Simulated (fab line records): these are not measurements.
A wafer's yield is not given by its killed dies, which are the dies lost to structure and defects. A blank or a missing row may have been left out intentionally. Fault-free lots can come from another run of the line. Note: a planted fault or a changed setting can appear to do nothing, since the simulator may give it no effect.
Chamber matching + flow nandHarc + NHARC_A_STAIRCASE_DESCUM_11 on rieDiel-08: 4 sister chambers
The step chemistry O2, time 3 s. 4 wafers are shown with their chamber, then 7 later ones without.

WAFERS, EACH WITH ITS CHAMBER
| wafer  | chamber | drypumpMotorCurrentA (A) |
|--------|---------|--------------------------|
| L084.1 | 3       | 5.2                      |
| L087.1 | 0       | 5.8                      |
| L087.5 | 1       | 6.6                      |
| L089.5 | 2       | 5.8                      |

WAFERS WITH NO CHAMBER GIVEN
| wafer  | drypumpMotorCurrentA (A) |
|--------|--------------------------|
| L089.6 | 5.2                      |
| L093.1 | 5.1                      |
| L093.2 | 6.6                      |
| L093.3 | 5.7                      |
| L092.1 | 5.2                      |
| L092.3 | 5.8                      |
| L092.5 | 5.8                      |

CHAMBER TAKEN BY EACH
| wafer  | from the rows above     | in truth |
|--------|-------------------------|----------|
| L089.6 | 3                       | 3        |
| L093.1 | 3                       | 3        |
| L093.2 | 1                       | 1        |
| L093.3 | can't be placed: 0 or 2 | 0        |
| L092.1 | 3                       | 3        |
| L092.3 | can't be placed: 0 or 2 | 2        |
| L092.5 | can't be placed: 0 or 2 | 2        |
Placed correctly: 4 of 7. These rows do not allow placing 3 (true chamber among the candidates in 3). Wrongly placed: 0.
How it was worked out, from the rows above alone: a wafer's distance from a chamber is the root of the sum, over the readings, of the square of ((its reading less the chamber's mean) divided by the reading's scatter). If the next closest chamber is less than 2 further off than the closest, the wafer can't be placed; otherwise it belongs to the closest. A chamber's mean is the mean of its shown wafers. The scatter (one wafer shown for each chamber): square how far every hidden wafer sits from the nearest shown wafer, average those squares and take the square root.
